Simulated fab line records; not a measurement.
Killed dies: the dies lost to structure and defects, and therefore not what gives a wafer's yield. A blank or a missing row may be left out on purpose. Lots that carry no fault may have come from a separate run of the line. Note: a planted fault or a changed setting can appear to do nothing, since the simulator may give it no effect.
Matching of chambers / flow n5_finfet / N5_BEOL_M5_CO_CAP_78 on cvd_co-02 has 3 sister chambers
The step material Co, precursor CCTBA/H2, target thk 2 nm, time 102.1 s. 20 wafers are shown with their chamber, then 10 later ones without.

## WAFERS, EACH WITH ITS CHAMBER
wafer=L075.1; chamber=1; heater_power_w (W)=235
wafer=L075.4; chamber=0; heater_power_w (W)=249
wafer=L075.6; chamber=1; heater_power_w (W)=236
wafer=L083.3; chamber=1; heater_power_w (W)=237
wafer=L083.4; chamber=1; heater_power_w (W)=234
wafer=L083.6; chamber=2; heater_power_w (W)=281
wafer=L085.3; chamber=0; heater_power_w (W)=250
wafer=L085.4; chamber=2; heater_power_w (W)=282
wafer=L085.5; chamber=1; heater_power_w (W)=246
wafer=L086.3; chamber=0; heater_power_w (W)=255
wafer=L086.5; chamber=0; heater_power_w (W)=251
wafer=L086.6; chamber=2; heater_power_w (W)=284
wafer=L089.3; chamber=2; heater_power_w (W)=280
wafer=L089.5; chamber=2; heater_power_w (W)=279
wafer=L089.6; chamber=0; heater_power_w (W)=249
wafer=L088.1; chamber=1; heater_power_w (W)=233
wafer=L088.2; chamber=2; heater_power_w (W)=293
wafer=L088.4; chamber=1; heater_power_w (W)=240
wafer=L090.1; chamber=1; heater_power_w (W)=242
wafer=L090.5; chamber=2; heater_power_w (W)=294

SIGNATURES, as means of the wafers listed above
reading=heater_power_w; chamber 0=250.80; chamber 1=237.88; chamber 2=284.71; scatter within a chamber=4.82
Rule: distance of a wafer from a chamber = root of the sum over the readings of ((wafer's reading minus chamber's mean) / reading's scatter) squared. The wafer belongs to the nearest chamber; if the next one is less than 2 further off, it can't be placed. The scatter: take each reading less its chamber's mean, square it, sum over the shown wafers, divide by the number of wafers less the number of chambers, and take the root.

## WAFERS MISSING THEIR CHAMBER
wafer=L090.6; heater_power_w (W)=245
wafer=L094.1; heater_power_w (W)=247
wafer=L094.3; heater_power_w (W)=249
wafer=L094.4; heater_power_w (W)=248
wafer=L091.1; heater_power_w (W)=236
wafer=L091.2; heater_power_w (W)=257
wafer=L091.4; heater_power_w (W)=239
wafer=L096.2; heater_power_w (W)=246
wafer=L096.4; heater_power_w (W)=245
wafer=L096.6; heater_power_w (W)=251

## WHICH CHAMBER EACH ONE RAN IN
wafer=L090.6; from the rows above=can't be placed: 0 or 1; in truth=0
wafer=L094.1; from the rows above=can't be placed: 0 or 1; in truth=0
wafer=L094.3; from the rows above=can't be placed: 0 or 1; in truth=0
wafer=L094.4; from the rows above=can't be placed: 0 or 1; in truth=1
wafer=L091.1; from the rows above=1; in truth=1
wafer=L091.2; from the rows above=0; in truth=0
wafer=L091.4; from the rows above=1; in truth=1
wafer=L096.2; from the rows above=can't be placed: 0 or 1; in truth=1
wafer=L096.4; from the rows above=can't be placed: 0 or 1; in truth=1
wafer=L096.6; from the rows above=0; in truth=0
Correct placement for 4 of the 10. Cannot be placed on the basis of these rows: 6; the candidates contain the true chamber in 6. Wrongly placed: 0.
